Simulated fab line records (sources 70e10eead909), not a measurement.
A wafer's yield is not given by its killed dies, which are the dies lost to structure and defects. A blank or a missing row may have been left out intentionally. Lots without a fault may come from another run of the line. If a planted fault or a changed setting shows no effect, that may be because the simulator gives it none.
Which tool is to blame?    flow nand_harc    15 lots, 43 wafers sampled, at 5 steps of a route of 1302

== WHAT EACH GAUGE READ, for each wafer ==
NHARC_A_ONON_D2_THK_MEAS_27: measures by ellipsometry. Usual: 999 nm for thk_nm, sd 12.
lot   measured      on             thk_nm (nm)     flag
L820  day 13 08:14  film_metro-01  988 987 990     
L821  day 13 19:14  film_metro-02  985 986 985     
L825  day 15 11:32  film_metro-01  997 671         OFF
L826  day 16 08:02  film_metro-01  1023 702 1025   OFF
L828  day 16 13:18  film_metro-02  683 686         OFF
L833  day 17 23:22  film_metro-01  1002 1003 1002  
L832  day 17 23:21  film_metro-02  1016 1016 1015  
L834  day 19 19:08  film_metro-02  1007 1007 1009  
L835  day 19 19:15  film_metro-01  985 985 987     
L836  day 19 19:36  film_metro-01  999 999 1001    
L837  day 20 01:52  film_metro-02  986 985 984     
L838  day 20 07:22  film_metro-02  994 995 995     
L840  day 21 15:25  film_metro-01  988 988 987     
L842  day 22 03:35  film_metro-02  991 992 990     
L843  day 22 12:14  film_metro-01  1011 1012 1012  

== WHICH TOOL RAN EACH LOT (tool, then ch and the chambers of the sampled wafers, then the start) ==
lot   NHARC_A_CHANNEL_FILL_D1_ALD_03                  NHARC_A_CHANNEL_FILL_D1_ETCHBACK_20  NHARC_A_CHANNEL_FILL_D1_ALD_25    NHARC_A_ONON_D2_DEP_25
L820  ald_sin_batch-03 ch 0, day 10 09:31 or earlier  rie_diel-12 ch 0,1,2, day 10 09:31   ald_hk-04 ch 0,2,3, day 10 21:24  pecvd_onon-02 ch 0, day 13 07:44
L821  ald_sin_batch-02 ch 0, day 10 15:34 or earlier  rie_diel-04 ch 0,1, day 10 15:34     ald_hk-01 ch 0,3, day 11 04:38    pecvd_onon-01 ch 0, day 13 18:50
L825  ald_sin_batch-01 ch 0, day 12 10:39 or earlier  rie_diel-04 ch 1,3, day 12 10:39     ald_hk-02 ch 0,2, day 13 00:10    pecvd_onon-03 ch 0, day 15 11:05
L826  ald_sin_batch-01 ch 0, day 13 12:25 or earlier  rie_diel-09 ch 1,2,3, day 13 12:25   ald_hk-04 ch 0,1,2, day 14 00:24  pecvd_onon-03 ch 0, day 16 07:38
L828  ald_sin_batch-01 ch 0, day 13 18:29 or earlier  rie_diel-09 ch 0,3, day 13 18:29     ald_hk-02 ch 1,2, day 14 08:11    pecvd_onon-03 ch 0, day 16 12:58
L833  ald_sin_batch-03 ch 0, day 15 01:26 or earlier  rie_diel-12 ch 1,2, day 15 01:26     ald_hk-01 ch 1,2, day 15 13:10    pecvd_onon-01 ch 0, day 17 22:51
L832  ald_sin_batch-01 ch 0, day 15 05:08 or earlier  rie_diel-09 ch 0,2, day 15 05:08     ald_hk-01 ch 0,1,2, day 15 17:17  pecvd_onon-02 ch 0, day 17 22:50
L834  ald_sin_batch-02 ch 0, day 16 07:20 or earlier  rie_diel-04 ch 0,2,3, day 16 07:20   ald_hk-01 ch 0,2,3, day 16 21:08  pecvd_onon-03 ch 0, day 19 18:47
L835  ald_sin_batch-02 ch 0, day 16 11:54 or earlier  rie_diel-09 ch 0,2, day 16 11:54     ald_hk-02 ch 0,2, day 16 23:49    pecvd_onon-02 ch 0, day 19 18:52
L836  ald_sin_batch-01 ch 0, day 16 17:16 or earlier  rie_diel-12 ch 1,2,3, day 16 17:16   ald_hk-02 ch 0,2,3, day 17 05:48  pecvd_onon-02 ch 0, day 19 19:05
L837  ald_sin_batch-02 ch 0, day 16 20:24 or earlier  rie_diel-09 ch 0,1,3, day 16 20:24   ald_hk-04 ch 1,2,3, day 17 09:23  pecvd_onon-02 ch 0, day 20 01:20
L838  ald_sin_batch-03 ch 0, day 17 04:52 or earlier  rie_diel-09 ch 1,2, day 17 04:52     ald_hk-04 ch 0,3, day 17 17:17    pecvd_onon-02 ch 0, day 20 06:50
L840  ald_sin_batch-02 ch 0, day 18 13:46 or earlier  rie_diel-12 ch 0,2,3, day 18 13:46   ald_hk-01 ch 0,1,2, day 19 05:59  pecvd_onon-01 ch 0, day 21 14:58
L842  ald_sin_batch-02 ch 0, day 19 02:41 or earlier  rie_diel-09 ch 0,1,3, day 19 02:41   ald_hk-02 ch 0,1, day 19 14:29    pecvd_onon-02 ch 0, day 22 03:08
L843  ald_sin_batch-02 ch 0, day 19 06:01 or earlier  rie_diel-04 ch 0,2,3, day 19 06:01   ald_hk-04 ch 0,2,3, day 19 17:55  pecvd_onon-03 ch 0, day 22 11:44
- NHARC_A_CHANNEL_FILL_D1_ALD_03: deposits SiNx, target thk 6 nm, pulse time 60 s, ald cycles 58.
- NHARC_A_CHANNEL_FILL_D1_ETCHBACK_20: etches the open film in C4F8/O2/Ar, target depth 27 nm, time 13.5 s.
- NHARC_A_CHANNEL_FILL_D1_ALD_25: deposits SiOx, target thk 60 nm, pulse time 10 s, ald cycles 600.
- NHARC_A_ONON_D2_DEP_25: target thk 1000 nm.

== WHAT THE TOOLS THEMSELVES READ (means of the sampled wafers that have a number; where no wafer has one, the mark that the record gives instead) ==
NHARC_A_CHANNEL_FILL_D1_ALD_03. Usual: 1.000 for precursor_pulse_height_rel, sd 0.02.
lot   tool              precursor_pulse_height_rel  flag
L820  ald_sin_batch-03  1.010                       
L821  ald_sin_batch-02  1.002                       
L825  ald_sin_batch-01  1.001                       
L826  ald_sin_batch-01  1.006                       
L828  ald_sin_batch-01  1.014                       
L833  ald_sin_batch-03  1.000                       
L832  ald_sin_batch-01  0.980                       
L834  ald_sin_batch-02  0.998                       
L835  ald_sin_batch-02  0.992                       
L836  ald_sin_batch-01  1.005                       
L837  ald_sin_batch-02  0.995                       
L838  ald_sin_batch-03  0.984                       
L840  ald_sin_batch-02  0.985                       
L842  ald_sin_batch-02  1.014                       
L843  ald_sin_batch-02  0.993                       

NHARC_A_CHANNEL_FILL_D1_ETCHBACK_20. Usual: oes_product_au 0.96 a.u., standard deviation 0.034; rf_vpp_V 979 V, standard deviation 4.9.
lot   tool         oes_product_au (a.u.)  rf_vpp_V (V)  flag
L820  rie_diel-12  0.97                   977           
L821  rie_diel-04  0.99                   976           
L825  rie_diel-04  0.93                   979           
L826  rie_diel-09  0.93                   982           
L828  rie_diel-09  0.94                   977           
L833  rie_diel-12  0.99                   976           
L832  rie_diel-09  0.99                   982           
L834  rie_diel-04  1.00                   976           
L835  rie_diel-09  1.00                   982           
L836  rie_diel-12  0.93                   977           
L837  rie_diel-09  0.94                   980           
L838  rie_diel-09  1.00                   985           
L840  rie_diel-12  1.00                   977           
L842  rie_diel-09  0.93                   981           
L843  rie_diel-04  0.92                   976           

NHARC_A_CHANNEL_FILL_D1_ALD_25. Usual: heater_power_w 475 W, standard deviation 40; precursor_pulse_height_rel 1.002, standard deviation 0.018.
lot   tool       heater_power_w (W)  precursor_pulse_height_rel  flag
L820  ald_hk-04  483                 0.988                       
L821  ald_hk-01  497                 1.004                       
L825  ald_hk-02  471                 0.984                       
L826  ald_hk-04  458                 0.991                       
L828  ald_hk-02  486                 1.000                       
L833  ald_hk-01  465                 0.993                       
L832  ald_hk-01  475                 1.003                       
L834  ald_hk-01  488                 1.006                       
L835  ald_hk-02  441                 1.002                       
L836  ald_hk-02  491                 1.006                       
L837  ald_hk-04  477                 1.006                       
L838  ald_hk-04  454                 1.006                       
L840  ald_hk-01  489                 0.997                       
L842  ald_hk-02  428                 0.992                       
L843  ald_hk-04  462                 0.989                       

== THE ANSWER, worked out from the rows above alone ==
Rule: a lot counts as off when the mean over its wafers that have a number is more than 3 standard deviations away from the usual mean. Also off: a lot with no number at a reading for which 4 or more lots have one. Any other lot the step has rows for is counted as sound. First the gauges in route order, then the tools' own readings, where a lot's mean is used as printed above. The first step at which some lot is off is used, and at that step the reading that is off furthest; a lot without a number counts as furthest.
Off, at NHARC_A_ONON_D2_THK_MEAS_27 on thk_nm: L825, L826, L828.
A tool fits if, at a process step before that reading, it ran every lot that is off, and no sound lot after the first of them. Those tools and the gauges at NHARC_A_ONON_D2_THK_MEAS_27 are tried in the same way. NHARC_A_CHANNEL_FILL_D1_ALD_03: start missing for some lots; hours and lot order therefore follow NHARC_A_CHANNEL_FILL_D1_ETCHBACK_20. None of those tried fits.

== WHAT THE SIMULATOR PUT IN ==
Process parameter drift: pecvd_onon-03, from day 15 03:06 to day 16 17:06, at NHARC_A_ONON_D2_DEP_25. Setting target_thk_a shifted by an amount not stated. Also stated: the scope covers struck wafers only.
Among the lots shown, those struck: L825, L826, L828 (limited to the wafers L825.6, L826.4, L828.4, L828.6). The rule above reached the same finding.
